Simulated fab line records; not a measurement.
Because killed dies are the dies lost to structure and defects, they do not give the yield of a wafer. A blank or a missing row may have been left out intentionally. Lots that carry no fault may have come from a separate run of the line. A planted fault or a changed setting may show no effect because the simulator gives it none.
Split-lot study + flow n5-finfet + 21 wafers read across 7 lots, on a route 1938 steps long

== SPLIT DETAILS ==
At N5_HKMG_FIN_EXPOSE_46 (exposes mask NDIPOLE), the setting dose-mj was moved away from the recipe's 40 on 7 of the 21 wafers read, by -5.4% to +6.5%. For the rest of the wafers, this setting stayed at what the recipe calls for.

== FROM THE SPLIT TO THE READING: what the file shows between them, 2 steps ==
- N5_HKMG_FIN_PEB_47: peb time 60 s
- N5_HKMG_FIN_DEVELOP_48: develop time 30 s

== THE READING ==
cd-nm, in nm, at N5_HKMG_FIN_CD_MEAS_49 (target cd 202 nm). Fault-free wafers of this fab line usually give 202.3 nm, standard deviation 0.65 nm.

| wafer  | tool, chamber at the split | dose-mj as run | against the recipe | cd-nm, nm | against lot-mates on the recipe |
|--------|----------------------------|----------------|--------------------|-----------|---------------------------------|
| L076.1 | arfi-scanner-03, 0         | 40             | recipe             | 202.2     | -                               |
| L076.4 | arfi-scanner-03, 0         | 40             | recipe             | 202.8     | -                               |
| L076.5 | arfi-scanner-03, 0         | 38.64          | -3.4%              | 199.4     | -3.1                            |
| L084.1 | arfi-scanner-03, 0         | 40             | recipe             | 202.9     | -                               |
| L084.4 | arfi-scanner-03, 0         | 38.8           | -3.0%              | 201.2     | -1.8                            |
| L084.5 | arfi-scanner-03, 0         | 40             | recipe             | 203.0     | -                               |
| L085.1 | arfi-scanner-02, 0         | 41.04          | +2.6%              | 204.0     | +1.9                            |
| L085.3 | arfi-scanner-02, 0         | 40             | recipe             | 202.3     | -                               |
| L085.5 | arfi-scanner-02, 0         | 40             | recipe             | 201.9     | -                               |
| L086.2 | arfi-scanner-02, 0         | 37.82          | -5.4%              | 200.3     | -2.6                            |
| L086.4 | arfi-scanner-02, 0         | 40             | recipe             | 203.3     | -                               |
| L086.5 | arfi-scanner-02, 0         | 40             | recipe             | 202.6     | -                               |
| L088.1 | arfi-scanner-01, 0         | 41.08          | +2.7%              | 205.2     | +2.3                            |
| L088.4 | arfi-scanner-01, 0         | 41.08          | +2.7%              | 203.9     | +1.0                            |
| L088.6 | arfi-scanner-01, 0         | 40             | recipe             | 202.9     | -                               |
| L089.2 | arfi-scanner-03, 0         | 40             | recipe             | 204.0     | -                               |
| L089.3 | arfi-scanner-03, 0         | 40             | recipe             | 202.3     | -                               |
| L089.6 | arfi-scanner-03, 0         | 40             | recipe             | 202.9     | -                               |
| L091.1 | arfi-scanner-03, 0         | 42.62          | +6.5%              | 207.6     | +5.4                            |
| L091.4 | arfi-scanner-03, 0         | 40             | recipe             | 202.6     | -                               |
| L091.6 | arfi-scanner-03, 0         | 40             | recipe             | 201.8     | -                               |

THE FIT
A straight line over all 21 wafers: cd-nm changes by +0.648 nm for each +1% of dose-mj; r = +0.92; the points scatter about the line by 0.67 nm.
The same after taking each lot's own level away (the mean of its wafers on the recipe; 21 wafers): +0.692 nm for each +1%; r = +0.95; scatter 0.56 nm.
That fit puts the effect of the largest move of dose-mj on the reading at 4.5 nm.
Across the lots, their own levels run from 202.10 to 203.07 nm, a range of 1.5 times the standard deviation given above.
So the lot-to-lot level changes the slope little: the two slopes agree.
Check: +4.04 nm against its lot-mates is what the line predicts for one of the wafers moved furthest among these (+6.5%) when that wafer is left out of the fit. Against them it came out at +5.4 nm.

== FURTHER SPLITS ON THESE WAFERS ==
Before the reading, these wafers also passed through other splits. Each is held against what the fit with the lots' levels taken away leaves over:
| other split on the same wafers | wafers away from the commonest value | r with cd-nm (lot level and that fit taken away) |
|--------------------------------|--------------------------------------|--------------------------------------------------|
| N5_SD_EPI_N_DESCUM_14 time-s   | 8                                    | -0.07                                            |
| N5_SDB_EXPOSE_08 dose-mj       | 8                                    | +0.40                                            |
| N5_SDB_ETCH_18 time-s          | 6                                    | -0.12                                            |
| N5_HKMG_FIN_COAT_43 spin-rpm   | 9                                    | -0.02                                            |

== THE FILE'S OWN FIT ==
cd-nm changes by +0.702 nm for each +1% of dose-mj, r = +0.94.
